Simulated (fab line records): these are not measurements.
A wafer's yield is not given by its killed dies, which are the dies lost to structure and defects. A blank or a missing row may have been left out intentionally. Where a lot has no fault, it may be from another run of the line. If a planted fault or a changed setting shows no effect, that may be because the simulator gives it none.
The tool behind it: which one? :: flow n5Finfet :: 24 lots, 72 wafers sampled, at 5 steps of a route of 1938

WHAT THE GAUGES READ, wafer by wafer
N5_BEOL_M7_CD_MEAS_11: the cd target is 38.5 nm.
lot: L076
measured: day 10 11:26
on: cdSem-03
cdNm (nm): 38.5 38.1 38.3

lot: L074
measured: day 10 15:52
on: cdSem-01
cdNm (nm): 37.8 38.7 38.9

lot: L075
measured: day 10 18:25
on: cdSem-02
cdNm (nm): 38.1 38.8 38.5

lot: L077
measured: day 10 19:08
on: cdSem-01
cdNm (nm): 38.0 38.3 38.2

lot: L078
measured: day 11 16:05
on: cdSem-03
cdNm (nm): 37.8 37.5 38.1

lot: L080
measured: day 11 16:15
on: cdSem-01
cdNm (nm): 40.0 39.1 39.1

lot: L081
measured: day 11 20:32
on: cdSem-03
cdNm (nm): 38.6 39.2 39.2

lot: L079
measured: day 11 20:43
on: cdSem-01
cdNm (nm): 38.3 37.8 38.4

lot: L082
measured: day 12 03:14
on: cdSem-01
cdNm (nm): 39.0 39.2 39.1

lot: L083
measured: day 12 20:28
on: cdSem-02
cdNm (nm): 37.7 38.0 37.9

lot: L084
measured: day 12 23:52
on: cdSem-03
cdNm (nm): 39.1 38.3 39.1

lot: L086
measured: day 13 08:38
on: cdSem-01
cdNm (nm): 38.1 38.7 39.2

lot: L087
measured: day 13 11:23
on: cdSem-03
cdNm (nm): 38.4 38.5 38.6

lot: L085
measured: day 13 11:33
on: cdSem-01
cdNm (nm): 39.1 38.3 38.3

lot: L089
measured: day 14 15:22
on: cdSem-01
cdNm (nm): 39.5 38.3 38.9

lot: L091
measured: day 14 18:07
on: cdSem-01
cdNm (nm): 38.5 38.6 38.5

lot: L090
measured: day 14 18:45
on: cdSem-01
cdNm (nm): 38.7 38.2 38.9

lot: L088
measured: day 14 19:40
on: cdSem-02
cdNm (nm): 38.0 38.9 38.1

lot: L092
measured: day 14 23:59
on: cdSem-02
cdNm (nm): 38.6 38.8 38.9

lot: L094
measured: day 15 00:39
on: cdSem-03
cdNm (nm): 38.9 39.0 39.6

lot: L093
measured: day 15 06:43
on: cdSem-03
cdNm (nm): 37.8 38.2 37.2

lot: L095
measured: day 15 22:36
on: cdSem-02
cdNm (nm): 38.0 38.3 38.6

lot: L096
measured: day 16 01:07
on: cdSem-03
cdNm (nm): 39.0 39.1 39.2

lot: L097
measured: day 16 05:14
on: cdSem-02
cdNm (nm): 38.8 38.6 38.3

N5_BEOL_M8_OVL_MEAS_12.
lot: L076
measured: day 10 19:00
on: overlay-02
M8_OVL (nm): 0.2 -0.7 -0.6

lot: L074
measured: day 10 22:53
on: overlay-02
M8_OVL (nm): -0.6 0.5 -0.7

lot: L075
measured: day 11 01:30
on: overlay-01
M8_OVL (nm): 0.1 -0.5 -0.7

lot: L077
measured: day 11 06:37
on: overlay-01
M8_OVL (nm): -0.6 -0.5 -1.4

lot: L078
measured: day 12 00:07
on: overlay-02
M8_OVL (nm): -0.1 -0.9 0.8

lot: L080
measured: day 12 03:32
on: overlay-01
M8_OVL (nm): 0.0 -0.1 -0.6

lot: L081
measured: day 12 03:52
on: overlay-01
M8_OVL (nm): -0.6 -0.5 0.7

lot: L079
measured: day 12 03:42
on: overlay-02
M8_OVL (nm): -0.6 -0.1 -0.3

lot: L082
measured: day 12 12:32
on: overlay-01
M8_OVL (nm): 1.2 1.0 -0.4

lot: L083
measured: day 13 04:47
on: overlay-02
M8_OVL (nm): 0.3 -1.1 0.0

lot: L084
measured: day 13 08:10
on: overlay-02
M8_OVL (nm): 1.1 0.1 0.1

lot: L086
measured: day 13 17:44
on: overlay-01
M8_OVL (nm): -1.3 -0.6 -1.0

lot: L087
measured: day 13 19:07
on: overlay-02
M8_OVL (nm): -0.3 -0.3 0.3

lot: L085
measured: day 13 19:18
on: overlay-02
M8_OVL (nm): 0.6 0.0 -0.9

lot: L089
measured: day 15 00:29
on: overlay-01
M8_OVL (nm): -0.3 0.2 -0.3

lot: L091
measured: day 15 00:39
on: overlay-02
M8_OVL (nm): 0.4 0.1 1.2

lot: L090
measured: day 15 02:04
on: overlay-01
M8_OVL (nm): -2.3 -1.9 -0.5

lot: L088
measured: day 15 04:36
on: overlay-02
M8_OVL (nm): 0.4 -0.7 -0.1

lot: L092
measured: day 15 07:19
on: overlay-02
M8_OVL (nm): -1.3 -0.4 0.1

lot: L094
measured: day 15 15:35
on: overlay-02
M8_OVL (nm): -1.0 -1.0 -1.1

lot: L093
measured: day 15 15:53
on: overlay-01
M8_OVL (nm): 0.5 0.6 -0.3

lot: L095
measured: day 16 06:56
on: overlay-02
M8_OVL (nm): -0.1 0.4 0.2

lot: L096
measured: day 16 10:38
on: overlay-02
M8_OVL (nm): 0.1 0.7 0.1

lot: L097
measured: day 16 12:26
on: overlay-02
M8_OVL (nm): -1.0 -0.6 -0.9

EACH LOT AND THE TOOL THAT RAN IT (in order: tool; ch and the chambers of the sampled wafers; start)
lot: L076
N5_BEOL_M7_CURE_74: uvCure-01 ch 2, day 10 07:00
N5_BEOL_M7_SURFACE_TREAT_79: pvdSputter-03, day 10 15:19
N5_BEOL_M8_HM_DEP_02: pvdSputter-03, day 10 18:28

lot: L074
N5_BEOL_M7_CURE_74: uvCure-03 ch 0, day 10 14:42
N5_BEOL_M7_SURFACE_TREAT_79: pvdSputter-02, day 10 19:40
N5_BEOL_M8_HM_DEP_02: pvdSputter-01, day 10 22:22

lot: L075
N5_BEOL_M7_CURE_74: uvCure-01 ch 1, day 10 15:23
N5_BEOL_M7_SURFACE_TREAT_79: pvdSputter-02, day 10 22:37
N5_BEOL_M8_HM_DEP_02: pvdSputter-03, day 11 00:58

lot: L077
N5_BEOL_M7_CURE_74: uvCure-02 ch 2, day 10 17:05
N5_BEOL_M7_SURFACE_TREAT_79: pvdSputter-03, day 10 23:59
N5_BEOL_M8_HM_DEP_02: pvdSputter-03, day 11 06:05

lot: L078
N5_BEOL_M7_CURE_74: uvCure-01 ch 0, day 11 13:37
N5_BEOL_M7_SURFACE_TREAT_79: pvdSputter-02, day 11 20:50
N5_BEOL_M8_HM_DEP_02: pvdSputter-02, day 11 23:35

lot: L080
N5_BEOL_M7_CURE_74: uvCure-03 ch 0, day 11 13:40
N5_BEOL_M7_SURFACE_TREAT_79: pvdSputter-02, day 11 21:24
N5_BEOL_M8_HM_DEP_02: pvdSputter-02, day 12 03:00

lot: L081
N5_BEOL_M7_CURE_74: uvCure-01 ch 1, day 11 17:58
N5_BEOL_M7_SURFACE_TREAT_79: pvdSputter-03, day 12 00:09
N5_BEOL_M8_HM_DEP_02: pvdSputter-01, day 12 03:09

lot: L079
N5_BEOL_M7_CURE_74: uvCure-02 ch 0, day 11 18:37
N5_BEOL_M7_SURFACE_TREAT_79: pvdSputter-03, day 11 23:52
N5_BEOL_M8_HM_DEP_02: pvdSputter-01, day 12 03:03

lot: L082
N5_BEOL_M7_CURE_74: uvCure-01 ch 1, day 12 00:05
N5_BEOL_M7_SURFACE_TREAT_79: pvdSputter-01, day 12 08:55
N5_BEOL_M8_HM_DEP_02: pvdSputter-03, day 12 12:01

lot: L083
N5_BEOL_M7_CURE_74: uvCure-01 ch 2, day 12 18:46
N5_BEOL_M7_SURFACE_TREAT_79: pvdSputter-02, day 13 00:00
N5_BEOL_M8_HM_DEP_02: pvdSputter-02, day 13 04:22

lot: L084
N5_BEOL_M7_CURE_74: uvCure-03 ch 0, day 12 21:40
N5_BEOL_M7_SURFACE_TREAT_79: pvdSputter-01, day 13 05:20
N5_BEOL_M8_HM_DEP_02: pvdSputter-02, day 13 07:46

lot: L086
N5_BEOL_M7_CURE_74: uvCure-03 ch 0, day 13 06:56
N5_BEOL_M7_SURFACE_TREAT_79: pvdSputter-01, day 13 13:49
N5_BEOL_M8_HM_DEP_02: pvdSputter-01, day 13 17:20

lot: L087
N5_BEOL_M7_CURE_74: uvCure-03 ch 1, day 13 08:35
N5_BEOL_M7_SURFACE_TREAT_79: pvdSputter-02, day 13 15:14
N5_BEOL_M8_HM_DEP_02: pvdSputter-02, day 13 18:36

lot: L085
N5_BEOL_M7_CURE_74: uvCure-02 ch 0, day 13 10:11
N5_BEOL_M7_SURFACE_TREAT_79: pvdSputter-03, day 13 15:41
N5_BEOL_M8_HM_DEP_02: pvdSputter-02, day 13 18:47

lot: L089
N5_BEOL_M7_CURE_74: uvCure-01 ch 1, day 14 13:04
N5_BEOL_M7_SURFACE_TREAT_79: pvdSputter-03, day 14 20:38
N5_BEOL_M8_HM_DEP_02: pvdSputter-01, day 14 23:55

lot: L091
N5_BEOL_M7_CURE_74: uvCure-03 ch 1, day 14 15:54
N5_BEOL_M7_SURFACE_TREAT_79: pvdSputter-02, day 14 20:52
N5_BEOL_M8_HM_DEP_02: pvdSputter-01, day 15 00:01

lot: L090
N5_BEOL_M7_CURE_74: uvCure-03 ch 1, day 14 16:55
N5_BEOL_M7_SURFACE_TREAT_79: pvdSputter-03, day 14 23:05
N5_BEOL_M8_HM_DEP_02: pvdSputter-01, day 15 01:32

lot: L088
N5_BEOL_M7_CURE_74: uvCure-02 ch 1, day 14 17:25
N5_BEOL_M7_SURFACE_TREAT_79: pvdSputter-03, day 15 00:58
N5_BEOL_M8_HM_DEP_02: pvdSputter-02, day 15 04:11

lot: L092
N5_BEOL_M7_CURE_74: uvCure-02 ch 2, day 14 21:53
N5_BEOL_M7_SURFACE_TREAT_79: pvdSputter-02, day 15 04:26
N5_BEOL_M8_HM_DEP_02: pvdSputter-03, day 15 06:55

lot: L094
N5_BEOL_M7_CURE_74: uvCure-01 ch 2, day 14 22:50
N5_BEOL_M7_SURFACE_TREAT_79: pvdSputter-02, day 15 09:58
N5_BEOL_M8_HM_DEP_02: pvdSputter-03, day 15 15:03

lot: L093
N5_BEOL_M7_CURE_74: uvCure-02 ch 2, day 15 05:16
N5_BEOL_M7_SURFACE_TREAT_79: pvdSputter-01, day 15 11:03
N5_BEOL_M8_HM_DEP_02: pvdSputter-03, day 15 15:21

lot: L095
N5_BEOL_M7_CURE_74: uvCure-02 ch 0, day 15 21:19
N5_BEOL_M7_SURFACE_TREAT_79: pvdSputter-03, day 16 02:22
N5_BEOL_M8_HM_DEP_02: pvdSputter-02, day 16 06:25

lot: L096
N5_BEOL_M7_CURE_74: uvCure-03 ch 0, day 15 22:29
N5_BEOL_M7_SURFACE_TREAT_79: pvdSputter-03, day 16 07:05
N5_BEOL_M8_HM_DEP_02: pvdSputter-01, day 16 10:07

lot: L097
N5_BEOL_M7_CURE_74: uvCure-03 ch 1, day 16 01:57
N5_BEOL_M7_SURFACE_TREAT_79: pvdSputter-01, day 16 09:33
N5_BEOL_M8_HM_DEP_02: pvdSputter-01, day 16 11:55
- N5_BEOL_M7_CURE_74: cures SiCOH lowk, time 240 s.
- N5_BEOL_M7_SURFACE_TREAT_79
- N5_BEOL_M8_HM_DEP_02: deposits TiN, target thk 20 nm.

WHAT THE TOOLS THEMSELVES READ (means of the sampled wafers that have a number; where no wafer has one, the mark that the record gives instead)
N5_BEOL_M7_CURE_74.
lot: L076
tool: uvCure-01
lampPowerPct (%): 52.33
wafer_temp_C_max: 385.9

lot: L074
tool: uvCure-03
lampPowerPct (%): 52.31
wafer_temp_C_max: 386.0

lot: L075
tool: uvCure-01
lampPowerPct (%): 52.31
wafer_temp_C_max: 387.3

lot: L077
tool: uvCure-02
lampPowerPct (%): 52.32
wafer_temp_C_max: 386.5

lot: L078
tool: uvCure-01
lampPowerPct (%): 52.29
wafer_temp_C_max: 386.7

lot: L080
tool: uvCure-03
lampPowerPct (%): 52.31
wafer_temp_C_max: 386.1

lot: L081
tool: uvCure-01
lampPowerPct (%): 52.35
wafer_temp_C_max: 387.4

lot: L079
tool: uvCure-02
lampPowerPct (%): 52.25
wafer_temp_C_max: 387.0

lot: L082
tool: uvCure-01
lampPowerPct (%): 52.35
wafer_temp_C_max: 386.5

lot: L083
tool: uvCure-01
lampPowerPct (%): 52.28
wafer_temp_C_max: 386.3

lot: L084
tool: uvCure-03
lampPowerPct (%): 52.30
wafer_temp_C_max: 385.9

lot: L086
tool: uvCure-03
lampPowerPct (%): 52.25
wafer_temp_C_max: 386.3

lot: L087
tool: uvCure-03
lampPowerPct (%): 52.33
wafer_temp_C_max: 386.7

lot: L085
tool: uvCure-02
lampPowerPct (%): 52.33
wafer_temp_C_max: 387.4

lot: L089
tool: uvCure-01
lampPowerPct (%): 52.32
wafer_temp_C_max: 387.2

lot: L091
tool: uvCure-03
lampPowerPct (%): 52.38
wafer_temp_C_max: 387.0

lot: L090
tool: uvCure-03
lampPowerPct (%): 52.32
wafer_temp_C_max: 386.8

lot: L088
tool: uvCure-02
lampPowerPct (%): 52.39
wafer_temp_C_max: 386.6

lot: L092
tool: uvCure-02
lampPowerPct (%): 52.32
wafer_temp_C_max: 386.9

lot: L094
tool: uvCure-01
lampPowerPct (%): 52.30
wafer_temp_C_max: 385.5

lot: L093
tool: uvCure-02
lampPowerPct (%): 52.30
wafer_temp_C_max: 386.8

lot: L095
tool: uvCure-02
lampPowerPct (%): 52.31
wafer_temp_C_max: 387.5

lot: L096
tool: uvCure-03
lampPowerPct (%): 52.35
wafer_temp_C_max: 385.7

lot: L097
tool: uvCure-03
lampPowerPct (%): 52.32
wafer_temp_C_max: 386.5

N5_BEOL_M8_HM_DEP_02.
lot: L076
tool: pvdSputter-03
throttleValvePct (%): 29.4

lot: L074
tool: pvdSputter-01
throttleValvePct (%): 30.8

lot: L075
tool: pvdSputter-03
throttleValvePct (%): 29.7

lot: L077
tool: pvdSputter-03
throttleValvePct (%): 29.2

lot: L078
tool: pvdSputter-02
throttleValvePct (%): 29.7

lot: L080
tool: pvdSputter-02
throttleValvePct (%): 29.3

lot: L081
tool: pvdSputter-01
throttleValvePct (%): 30.6

lot: L079
tool: pvdSputter-01
throttleValvePct (%): 31.1

lot: L082
tool: pvdSputter-03
throttleValvePct (%): 28.8

lot: L083
tool: pvdSputter-02
throttleValvePct (%): 29.6

lot: L084
tool: pvdSputter-02
throttleValvePct (%): 29.3

lot: L086
tool: pvdSputter-01
throttleValvePct (%): 31.0

lot: L087
tool: pvdSputter-02
throttleValvePct (%): 29.6

lot: L085
tool: pvdSputter-02
throttleValvePct (%): 29.9

lot: L089
tool: pvdSputter-01
throttleValvePct (%): 31.6

lot: L091
tool: pvdSputter-01
throttleValvePct (%): 31.5

lot: L090
tool: pvdSputter-01
throttleValvePct (%): 31.5

lot: L088
tool: pvdSputter-02
throttleValvePct (%): 30.0

lot: L092
tool: pvdSputter-03
throttleValvePct (%): 29.6

lot: L094
tool: pvdSputter-03
throttleValvePct (%): 29.6

lot: L093
tool: pvdSputter-03
throttleValvePct (%): 29.6

lot: L095
tool: pvdSputter-02
throttleValvePct (%): 29.7

lot: L096
tool: pvdSputter-01
throttleValvePct (%): 31.4

lot: L097
tool: pvdSputter-01
throttleValvePct (%): 31.1

THE ANSWER, worked out from the rows above alone
Rule: what is usual is taken from the lots themselves. The widest of any qualifying gaps counts: lots, ordered by their means at a reading, are off when they make up no more than a third of the lots, leave a main group of 4 or more, and stand apart from it by 3 or more times the standard deviation of that group's means. Not used: any main group whose means are identical at the precision the tables above print for the reading. A lot without any number at a reading at which 4 lots or more have one is off too. The other lots that the step has rows for count as sound. After the gauges, taken in route order, come the tools' own readings; for these a lot's mean is taken, as printed above. The first step at which some lot is off is used, and at that step the reading that is off furthest; a lot without a number counts as furthest.
No lot is off on any of the readings shown, so nothing can be concluded from this.

WHAT THE SIMULATOR HAD INSERTED
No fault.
